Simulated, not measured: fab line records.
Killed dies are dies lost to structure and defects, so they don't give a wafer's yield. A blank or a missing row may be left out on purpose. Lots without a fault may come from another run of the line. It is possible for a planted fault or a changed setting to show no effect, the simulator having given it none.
fab line records	flow n5Finfet
record lots=24	wafers=72	lastDay=18
route steps=1938 shown BEOL_M4@1056 BEOL_M5@1115
lots untouched by any fault: they come from a run of this same line in which no faults occurred
startH: hours from the record's first day to the start of the lot's first wafer shown	waitH: hours from the lot's prior step to this one	" identical to the entry in the row above	L1.1+2: several wafers, shown together as one row	- value missing, or start not given	* or withheld: withheld	< > ~ a bound
route shown NAME@n: NAME is a module with steps in the file, n the number in the route of the first one	usual: mean/standard deviation of fault-free wafers	same: alike in all rows	chamber/n: place in a boat	sites: each site's reading	_std_site: the values' standard deviation	_edge_site: outer sites' mean less inner sites'	radiusMm: for every site, how far away it sits from the centre of the wafer	mask NAME#n: copy n	behind: the tool/chamber that last shaped the wafer	hold: what put the lot on hold/how long, in hours/how the hold closed	device: the n, p or np transistor that did not switch	end of line: at the end of the route, the tests of the same wafers	a step given without rows: its recipe and nothing more	killed: the dies lost at the first sort to structure and to defects; this is not the yield of the wafer	map: the dies of a wafer, with x for killed, . for not killed, _ for no die there
set.NAME: the run value of the setting; set.NAME@STEP: its run value at that earlier step	model.NAME: the simulator's own value behind a step, which no gauge read
one table for each step of the route and one row for each wafer, over a sample of lots
services: when a tool's chamber went out of use (startH, in hours from the record's first day, below 0 if earlier), for how many hours, and the reason
## steps
# step N5_BEOL_M4_CD_MEAS_28
# recipe targetCdNm=26.2	landingEnergyEv=500	detector=seInlens	targetCdYNm=24.1	polarity=opening
# usual cdNm=26.31/0.23
lot.wafer	tool	chamber	startH	waitH	cdNm
L075.2	cdSem-02	0	155.28	-	25.84
L075.4	"	0	"	"	26.21
L075.6	"	0	"	"	26.12
L074.3	cdSem-01	0	155.85	-	26.08
L074.5	"	0	"	"	26.16
L074.6	"	0	"	"	25.96
L076.1	cdSem-01	0	163.52	-	26.73
L076.4	"	0	"	"	26.53
L076.5	"	0	"	"	26.32
L077.1	cdSem-03	0	179.06	-	26.43
L077.4	"	0	"	"	26.40
L077.6	"	0	"	"	26.23
L078.1	cdSem-01	0	180.19	-	26.20
L078.5	"	0	"	"	26.34
L078.6	"	0	"	"	26.30
L079.1	cdSem-02	0	184.79	-	26.46
L079.2	"	0	"	"	26.08
L079.3	"	0	"	"	26.38
L080.1	cdSem-03	0	192.69	-	26.50
L080.3	"	0	"	"	26.00
L080.6	"	0	"	"	26.25
L081.1	cdSem-03	0	207.50	-	25.96
L081.2	"	0	"	"	26.41
L081.5	"	0	"	"	26.38
L082.3	cdSem-02	0	207.62	-	26.56
L082.4	"	0	"	"	25.76
L082.6	"	0	"	"	26.07
L083.2	cdSem-03	0	210.19	-	26.32
L083.4	"	0	"	"	26.68
L083.6	"	0	"	"	26.07
L084.2	cdSem-03	0	213.54	-	26.55
L084.3	"	0	"	"	26.00
L084.4	"	0	"	"	26.49
L086.2	cdSem-02	0	223.74	-	26.33
L086.3	"	0	"	"	26.63
L086.5	"	0	"	"	26.70
L087.1	cdSem-03	0	232.52	-	26.38
L087.4	"	0	"	"	26.31
L087.5	"	0	"	"	26.51
L085.1	cdSem-01	0	236.11	-	26.02
L085.2	"	0	"	"	26.38
L085.5	"	0	"	"	26.53
L088.2	cdSem-02	0	237.53	-	26.63
L088.4	"	0	"	"	26.32
L088.5	"	0	"	"	26.30
L089.1	cdSem-02	0	249.01	-	25.96
L089.5	"	0	"	"	26.82
L089.6	"	0	"	"	26.03
L090.3	cdSem-01	0	249.85	-	26.24
L090.4	"	0	"	"	26.48
L090.6	"	0	"	"	26.25
L091.1	cdSem-02	0	258.17	-	26.43
L091.5	"	0	"	"	26.19
L091.6	"	0	"	"	26.36
L093.1	cdSem-02	0	272.83	-	26.08
L093.4	"	0	"	"	25.90
L093.6	"	0	"	"	26.23
L094.2	cdSem-03	0	284.00	-	26.29
L094.4	"	0	"	"	26.72
L094.5	"	0	"	"	26.44
L092.1	cdSem-01	0	285.07	-	26.45
L092.3	"	0	"	"	26.47
L092.4	"	0	"	"	26.09
L095.3	cdSem-01	0	292.91	-	26.50
L095.5	"	0	"	"	26.03
L095.6	"	0	"	"	26.54
L096.1	cdSem-01	0	305.88	-	25.84
L096.4	"	0	"	"	26.14
L096.5	"	0	"	"	26.16
L097.1	cdSem-01	0	313.69	-	26.56
L097.5	"	0	"	"	26.52
L097.6	"	0	"	"	26.42
# step N5_BEOL_M4_DEGAS_44
# recipe ambient=vacuum	tempC=250	timeS=60
# usual heaterPowerW=325/28
lot.wafer	tool	chamber	startH	waitH	heaterPowerW
L075.2	pvdSputter-01	-	157.20	0.2	327
L075.4	"	-	"	"	338
L075.6	"	-	"	"	323
L074.3	pvdSputter-03	-	157.38	0.1	345
L074.5	"	-	"	"	299
L074.6	"	-	"	"	308
L076.1	pvdSputter-02	-	176.62	1.8	344
L076.4	"	-	"	"	327
L076.5	"	-	"	"	355
L077.1	pvdSputter-01	-	182.26	1.4	332
L077.4	"	-	"	"	344
L077.6	"	-	"	"	286
L078.1	pvdSputter-01	-	183.10	0.3	328
L078.5	"	-	"	"	303
L078.6	"	-	"	"	336
L079.1	pvdSputter-01	-	187.82	0.3	335
L079.2	"	-	"	"	282
L079.3	"	-	"	"	293
L080.1	pvdSputter-03	-	196.02	0.6	306
L080.3	"	-	"	"	342
L080.6	"	-	"	"	355
L081.1	pvdSputter-02	-	209.09	0.4	338
L081.2	"	-	"	"	383
L081.5	"	-	"	"	330
L082.3	pvdSputter-01	-	211.65	2.1	332
L082.4	"	-	"	"	278
L082.6	"	-	"	"	294
L083.2	pvdSputter-01	-	214.64	0.0	293
L083.4	"	-	"	"	334
L083.6	"	-	"	"	352
L084.2	pvdSputter-01	-	216.39	0.8	325
L084.3	"	-	"	"	348
L084.4	"	-	"	"	280
L086.2	pvdSputter-03	-	231.83	0.5	307
L086.3	"	-	"	"	354
L086.5	"	-	"	"	356
L087.1	pvdSputter-03	-	235.87	0.6	309
L087.4	"	-	"	"	303
L087.5	"	-	"	"	316
L085.1	pvdSputter-01	-	238.45	0.1	288
L085.2	"	-	"	"	325
L085.5	"	-	"	"	328
L088.2	pvdSputter-01	-	238.99	0.1	339
L088.4	"	-	"	"	348
L088.5	"	-	"	"	282
L089.1	pvdSputter-03	-	262.74	0.3	312
L089.5	"	-	"	"	355
L089.6	"	-	"	"	308
L090.3	pvdSputter-01	-	266.24	0.3	284
L090.4	"	-	"	"	328
L090.6	"	-	"	"	283
L091.1	pvdSputter-01	-	272.22	0.5	298
L091.5	"	-	"	"	281
L091.6	"	-	"	"	350
L093.1	pvdSputter-03	-	284.45	0.7	355
L093.4	"	-	"	"	342
L093.6	"	-	"	"	350
L094.2	pvdSputter-02	-	292.42	0.1	375
L094.4	"	-	"	"	327
L094.5	"	-	"	"	383
L092.1	pvdSputter-01	-	292.47	0.1	304
L092.3	"	-	"	"	331
L092.4	"	-	"	"	346
L095.3	pvdSputter-02	-	301.68	1.8	316
L095.5	"	-	"	"	354
L095.6	"	-	"	"	332
L096.1	pvdSputter-02	-	314.76	0.1	337
L096.4	"	-	"	"	324
L096.5	"	-	"	"	331
L097.1	pvdSputter-03	-	321.59	0.1	345
L097.5	"	-	"	"	350
L097.6	"	-	"	"	347
# step N5_BEOL_M4_ALD_84
# recipe material=TaN	targetThkA=*	tempC=275	aldPrecursorFamily=PDMAT	aldCoReactant=NH3	pressureTorr=3	carrierFlowSccm=1500	pulseTimeS=2	purgeTimeS=3	coReactantPurgeTimeS=2	coReactantPulseTimeS=3	aldCycles=30	precursorVesselTempC=75	precursorVesselPressureTorr=26.25	precursorVesselCarrierSccm=1000
# usual heaterPowerW=431/55
lot.wafer	tool	chamber	startH	waitH	heaterPowerW
L075.2	aldMetal-02	2	157.30	0.0	360
L075.4	"	1	"	"	458
L075.6	"	3	"	"	363
L074.3	aldMetal-03	3	157.48	0.0	487
L074.5	"	0	"	"	355
L074.6	"	1	"	"	510
L076.1	aldMetal-02	3	176.72	0.0	354
L076.4	"	2	"	"	371
L076.5	"	1	"	"	461
L077.1	aldMetal-03	1	182.38	0.1	494
L077.4	"	3	"	"	495
L077.6	"	2	"	"	428
L078.1	aldMetal-02	2	183.20	0.0	357
L078.5	"	1	"	"	472
L078.6	"	0	"	"	462
L079.1	aldMetal-02	3	187.92	0.0	358
L079.2	"	2	"	"	363
L079.3	"	0	"	"	454
L080.1	aldMetal-02	0	196.14	0.1	457
L080.3	"	3	"	"	351
L080.6	"	1	"	"	456
L081.1	aldMetal-02	0	209.29	0.1	467
L081.2	"	3	"	"	361
L081.5	"	2	"	"	363
L082.3	aldMetal-04	0	211.83	0.1	410
L082.4	"	1	"	"	440
L082.6	"	1	"	"	438
L083.2	aldMetal-03	2	214.74	0.0	425
L083.4	"	0	"	"	346
L083.6	"	2	"	"	438
L084.2	aldMetal-02	2	216.50	0.0	360
L084.3	"	0	"	"	457
L084.4	"	3	"	"	357
L086.2	aldMetal-03	2	231.95	0.1	436
L086.3	"	0	"	"	353
L086.5	"	2	"	"	436
L087.1	aldMetal-03	1	235.97	0.0	494
L087.4	"	3	"	"	494
L087.5	"	2	"	"	431
L085.1	aldMetal-02	0	238.57	0.1	455
L085.2	"	2	"	"	369
L085.5	"	2	"	"	366
L088.2	aldMetal-03	1	239.32	0.3	503
L088.4	"	2	"	"	434
L088.5	"	0	"	"	347
L089.1	aldMetal-03	3	262.92	0.1	482
L089.5	"	1	"	"	493
L089.6	"	2	"	"	426
L090.3	aldMetal-03	1	266.35	0.1	497
L090.4	"	2	"	"	424
L090.6	"	3	"	"	497
L091.1	aldMetal-02	0	272.32	0.0	458
L091.5	"	0	"	"	456
L091.6	"	3	"	"	359
L093.1	aldMetal-04	2	284.63	0.1	492
L093.4	"	0	"	"	412
L093.6	"	2	"	"	482
L094.2	aldMetal-02	2	292.52	0.0	365
L094.4	"	1	"	"	468
L094.5	"	1	"	"	458
L092.1	aldMetal-03	0	292.68	0.2	345
L092.3	"	1	"	"	498
L092.4	"	3	"	"	471
L095.3	aldMetal-04	3	301.78	0.0	510
L095.5	"	0	"	"	400
L095.6	"	1	"	"	452
L096.1	aldMetal-04	0	314.88	0.1	398
L096.4	"	3	"	"	499
L096.5	"	3	"	"	503
L097.1	aldMetal-02	3	321.69	0.0	355
L097.5	"	0	"	"	459
L097.6	"	3	"	"	361
# step N5_BEOL_M4_ANNEAL_91
# recipe tempC=400	timeS=240	ambient=vacuum
# usual heaterPowerW=822/69
lot.wafer	tool	chamber	startH	waitH	heaterPowerW
L075.2	pvdSputter-01	-	158.97	0.0	839
L075.4	"	-	"	"	837
L075.6	"	-	"	"	701
L074.3	pvdSputter-02	-	159.15	0.0	960
L074.5	"	-	"	"	968
L074.6	"	-	"	"	889
L076.1	pvdSputter-01	-	178.43	0.0	822
L076.4	"	-	"	"	854
L076.5	"	-	"	"	725
L077.1	pvdSputter-02	-	184.06	0.0	900
L077.4	"	-	"	"	815
L077.6	"	-	"	"	874
L078.1	pvdSputter-03	-	185.11	0.0	871
L078.5	"	-	"	"	836
L078.6	"	-	"	"	746
L079.1	pvdSputter-02	-	190.60	0.0	975
L079.2	"	-	"	"	868
L079.3	"	-	"	"	805
L080.1	pvdSputter-02	-	198.18	0.0	955
L080.3	"	-	"	"	801
L080.6	"	-	"	"	862
L081.1	pvdSputter-01	-	210.99	0.0	739
L081.2	"	-	"	"	862
L081.5	"	-	"	"	808
L082.3	pvdSputter-01	-	213.85	0.0	867
L082.4	"	-	"	"	736
L082.6	"	-	"	"	859
L083.2	pvdSputter-02	-	216.38	0.0	965
L083.4	"	-	"	"	863
L083.6	"	-	"	"	815
L084.2	pvdSputter-03	-	218.18	0.0	863
L084.3	"	-	"	"	840
L084.4	"	-	"	"	757
L086.2	pvdSputter-03	-	235.21	0.0	851
L086.3	"	-	"	"	761
L086.5	"	-	"	"	880
L087.1	pvdSputter-02	-	237.69	0.0	856
L087.4	"	-	"	"	814
L087.5	"	-	"	"	796
L085.1	pvdSputter-01	-	240.35	0.0	840
L085.2	"	-	"	"	849
L085.5	"	-	"	"	752
L088.2	pvdSputter-02	-	241.47	0.0	975
L088.4	"	-	"	"	874
L088.5	"	-	"	"	828
L089.1	pvdSputter-03	-	264.94	0.0	743
L089.5	"	-	"	"	867
L089.6	"	-	"	"	746
L090.3	pvdSputter-01	-	268.20	0.0	859
L090.4	"	-	"	"	700
L090.6	"	-	"	"	741
L091.1	pvdSputter-03	-	275.26	0.0	879
L091.5	"	-	"	"	773
L091.6	"	-	"	"	872
L093.1	pvdSputter-03	-	286.59	0.0	753
L093.4	"	-	"	"	867
L093.6	"	-	"	"	756
L094.2	pvdSputter-03	-	294.24	0.0	859
L094.4	"	-	"	"	885
L094.5	"	-	"	"	884
L092.1	pvdSputter-01	-	294.39	0.0	743
L092.3	"	-	"	"	710
L092.4	"	-	"	"	865
L095.3	pvdSputter-02	-	303.46	0.0	822
L095.5	"	-	"	"	870
L095.6	"	-	"	"	839
L096.1	pvdSputter-03	-	317.82	0.0	885
L096.4	"	-	"	"	758
L096.5	"	-	"	"	752
L097.1	pvdSputter-03	-	323.45	0.0	780
L097.5	"	-	"	"	778
L097.6	"	-	"	"	743
# step N5_BEOL_M4_DEP_57
# recipe material=SiCN	targetThkA=80	tempC=withheld	precursor=3MS/NH3	pressureTorr=3	rfW=202	timeS=14
# usual showerheadPlenumPTorr=3.661/0.011	throttleValvePct=9.0/0.64
lot.wafer	tool	chamber	startH	waitH	showerheadPlenumPTorr	throttleValvePct
L075.2	pecvd-03	1	160.53	0.0	3.669	8.7
L075.4	"	1	"	"	3.659	8.8
L075.6	"	2	"	"	3.661	9.1
L074.3	pecvd-03	1	160.94	0.0	3.667	8.7
L074.5	"	1	"	"	3.675	8.8
L074.6	"	2	"	"	3.672	8.9
L076.1	pecvd-04	1	180.44	0.0	3.663	8.5
L076.4	"	0	"	"	3.658	10.4
L076.5	"	1	"	"	3.670	8.5
L077.1	pecvd-04	0	185.63	0.0	3.651	10.6
L077.4	"	1	"	"	3.674	8.4
L077.6	"	2	"	"	3.661	8.4
L078.1	pecvd-04	0	186.74	0.0	3.642	10.4
L078.5	"	1	"	"	3.668	8.2
L078.6	"	2	"	"	3.656	8.3
L079.1	pecvd-04	0	192.24	0.0	3.642	10.4
L079.2	"	2	"	"	3.661	8.5
L079.3	"	1	"	"	3.660	8.4
L080.1	pecvd-01	0	199.77	0.0	3.660	8.7
L080.3	"	0	"	"	3.639	8.9
L080.6	"	0	"	"	3.658	8.8
L081.1	pecvd-03	2	212.56	0.0	3.673	9.0
L081.2	"	1	"	"	3.661	9.0
L081.5	"	2	"	"	3.666	9.1
L082.3	pecvd-03	2	215.93	0.0	3.668	9.2
L082.4	"	0	"	"	3.681	9.5
L082.6	"	1	"	"	3.675	8.8
L083.2	pecvd-04	1	217.95	0.0	3.662	8.4
L083.4	"	2	"	"	3.654	8.5
L083.6	"	2	"	"	3.663	8.6
L084.2	pecvd-04	1	219.76	0.0	3.665	8.5
L084.3	"	1	"	"	3.658	8.3
L084.4	"	2	"	"	3.649	8.5
L086.2	pecvd-01	2	236.98	0.0	3.651	9.1
L086.3	"	1	"	"	3.643	8.9
L086.5	"	1	"	"	3.644	9.3
L087.1	pecvd-04	1	239.28	0.0	3.669	8.8
L087.4	"	2	"	"	3.657	8.6
L087.5	"	1	"	"	3.679	8.4
L085.1	pecvd-04	1	241.91	0.0	3.664	8.4
L085.2	"	0	"	"	3.656	10.1
L085.5	"	0	"	"	3.660	10.2
L088.2	pecvd-04	2	243.23	0.0	3.663	8.5
L088.4	"	0	"	"	3.658	10.2
L088.5	"	1	"	"	3.657	8.5
L089.1	pecvd-04	1	266.50	0.0	3.672	8.5
L089.5	"	1	"	"	3.669	8.6
L089.6	"	0	"	"	3.652	9.9
L090.3	pecvd-04	1	269.76	0.0	3.673	8.5
L090.4	"	0	"	"	3.651	10.3
L090.6	"	1	"	"	3.668	8.7
L091.1	pecvd-04	1	276.82	0.0	3.678	8.2
L091.5	"	2	"	"	3.651	8.5
L091.6	"	0	"	"	3.645	10.3
L093.1	pecvd-01	2	288.15	0.0	3.642	9.3
L093.4	"	0	"	"	3.648	8.8
L093.6	"	2	"	"	3.655	9.3
L094.2	pecvd-04	0	295.87	0.0	3.651	10.5
L094.4	"	1	"	"	3.669	8.5
L094.5	"	2	"	"	3.655	8.8
L092.1	pecvd-03	2	296.02	0.0	3.669	9.1
L092.3	"	0	"	"	3.683	9.6
L092.4	"	0	"	"	3.679	9.4
L095.3	pecvd-03	0	305.02	0.0	3.677	9.3
L095.5	"	2	"	"	3.674	9.2
L095.6	"	1	"	"	3.663	8.6
L096.1	pecvd-01	1	319.76	0.0	3.641	9.1
L096.4	"	1	"	"	3.642	9.2
L096.5	"	0	"	"	3.651	8.6
L097.1	pecvd-01	0	325.21	0.0	3.650	8.7
L097.5	"	2	"	"	3.651	9.3
L097.6	"	1	"	"	3.641	9.2
# step N5_BEOL_M5_PECVD_70
# recipe material=SiO2	targetThkA=160	tempC=400	precursor=TEOS/O2	pressureTorr=5.5	rfW=450	teosFlowSccm=53.8	gas=O2	flowSccm=3000	timeS=18
# usual heaterPowerW=716/89	showerheadPlenumPTorr=8.79/0.042	throttleValvePct=22.3/1.6
lot.wafer	tool	chamber	startH	waitH	heaterPowerW	showerheadPlenumPTorr	throttleValvePct
L075.2	pecvd-04	1	162.23	0.0	706	8.78	20.8
L075.4	"	2	"	"	791	8.74	20.7
L075.6	"	0	"	"	649	8.72	25.9
L074.3	pecvd-04	0	162.71	0.0	706	8.74	25.6
L074.5	"	0	"	"	703	8.71	25.4
L074.6	"	1	"	"	659	8.78	20.8
L076.1	pecvd-02	1	182.62	0.0	650	8.73	22.3
L076.4	"	0	"	"	674	8.85	23.2
L076.5	"	2	"	"	598	8.86	22.4
L077.1	pecvd-04	2	187.33	0.0	679	8.76	21.0
L077.4	"	0	"	"	612	8.72	25.8
L077.6	"	2	"	"	682	8.72	20.9
L078.1	pecvd-03	2	188.44	0.0	890	8.81	22.6
L078.5	"	0	"	"	704	8.85	22.9
L078.6	"	1	"	"	808	8.81	21.8
L079.1	pecvd-03	0	193.93	0.0	716	8.85	22.9
L079.2	"	1	"	"	726	8.81	21.7
L079.3	"	2	"	"	865	8.82	22.5
L080.1	pecvd-03	1	201.50	0.0	752	8.81	21.5
L080.3	"	0	"	"	734	8.84	22.9
L080.6	"	1	"	"	739	8.78	21.7
L081.1	pecvd-03	2	214.25	0.0	949	8.83	22.3
L081.2	"	1	"	"	736	8.76	21.6
L081.5	"	2	"	"	924	8.81	22.4
L082.3	pecvd-04	2	217.65	0.1	683	8.76	21.1
L082.4	"	1	"	"	579	8.80	21.3
L082.6	"	2	"	"	685	8.74	21.2
L083.2	pecvd-03	2	219.67	0.0	940	8.81	22.3
L083.4	"	2	"	"	931	8.83	22.4
L083.6	"	0	"	"	774	8.82	23.0
L084.2	pecvd-04	2	221.46	0.0	792	8.77	21.1
L084.3	"	1	"	"	573	8.81	21.1
L084.4	"	2	"	"	795	8.75	20.9
L086.2	pecvd-04	2	238.67	0.0	795	8.75	20.8
L086.3	"	0	"	"	701	8.73	25.8
L086.5	"	0	"	"	705	8.72	25.6
L087.1	pecvd-04	0	240.97	0.0	750	8.72	25.8
L087.4	"	0	"	"	735	8.73	25.7
L087.5	"	1	"	"	687	8.82	21.2
L085.1	pecvd-04	0	243.64	0.0	720	8.70	25.6
L085.2	"	2	"	"	765	8.75	21.2
L085.5	"	2	"	"	777	8.76	21.0
L088.2	pecvd-03	1	244.94	0.0	765	8.79	21.8
L088.4	"	0	"	"	729	8.85	22.8
L088.5	"	2	"	"	847	8.82	22.5
L089.1	pecvd-04	2	268.19	0.0	657	8.75	20.9
L089.5	"	0	"	"	744	8.71	25.7
L089.6	"	2	"	"	671	8.77	21.1
L090.3	pecvd-04	1	271.45	0.0	689	8.79	21.0
L090.4	"	0	"	"	740	8.71	25.8
L090.6	"	1	"	"	695	8.81	21.2
L091.1	pecvd-04	1	278.51	0.0	692	8.81	21.3
L091.5	"	2	"	"	769	8.74	21.3
L091.6	"	1	"	"	692	8.79	21.0
L093.1	pecvd-03	0	289.84	0.0	745	8.85	23.5
L093.4	"	1	"	"	693	8.81	21.9
L093.6	"	0	"	"	755	8.81	23.3
L092.1	pecvd-03	1	297.71	0.0	812	8.79	21.6
L092.3	"	2	"	"	785	8.80	22.7
L092.4	"	0	"	"	661	8.85	23.1
L094.2	pecvd-02	0	298.04	0.0	652	8.84	23.3
L094.4	"	2	"	"	516	8.82	20.3
L094.5	"	1	"	"	594	8.76	22.2
L095.3	pecvd-02	0	307.19	0.0	591	8.85	23.3
L095.5	"	2	"	"	530	8.84	20.4
L095.6	"	0	"	"	589	8.84	23.3
L096.1	pecvd-04	2	321.45	0.0	709	8.77	21.2
L096.4	"	1	"	"	574	8.83	21.4
L096.5	"	2	"	"	695	8.77	21.5
L097.1	pecvd-04	2	326.90	0.0	647	8.75	20.9
L097.5	"	0	"	"	608	8.75	25.7
L097.6	"	1	"	"	681	8.79	21.2
## services
tool	chamber	startH	hours	kind
pecvd-02	-	183.88	14.6	pm
pecvd-01	2	185.92	28.9	repair
aldMetal-03	-	195.59	0.6	repair
aldMetal-04	-	197.69	0.3	repair
pecvd-02	2	202.38	-	clean
pecvd-02	2	202.38	-	consumableReplace:showerhead
pecvd-02	2	202.38	29.0	scheduledDown
pecvd-02	2	202.38	29.0	ventCycle
aldMetal-03	-	203.08	0.5	repair
pecvd-04	1	206.45	5.5	scheduledDown
pecvd-04	0	216.06	5.5	scheduledDown
pecvd-04	1	226.55	5.5	scheduledDown
aldMetal-04	-	231.06	8.7	pm
pecvd-02	2	242.56	2.1	scheduledDown
aldMetal-04	0	263.19	7.0	repair
pecvd-02	-	271.91	2.8	pm
pecvd-03	-	275.45	6.0	pm
pecvd-01	1	276.15	2.1	scheduledDown
pecvd-01	-	283.28	4.3	pm
pvdSputter-02	-	311.06	2.8	repair
pecvd-03	0	324.67	-	clean
pecvd-03	0	324.67	29.5	scheduledDown
pecvd-03	0	324.67	29.5	ventCycle
## key
fault none
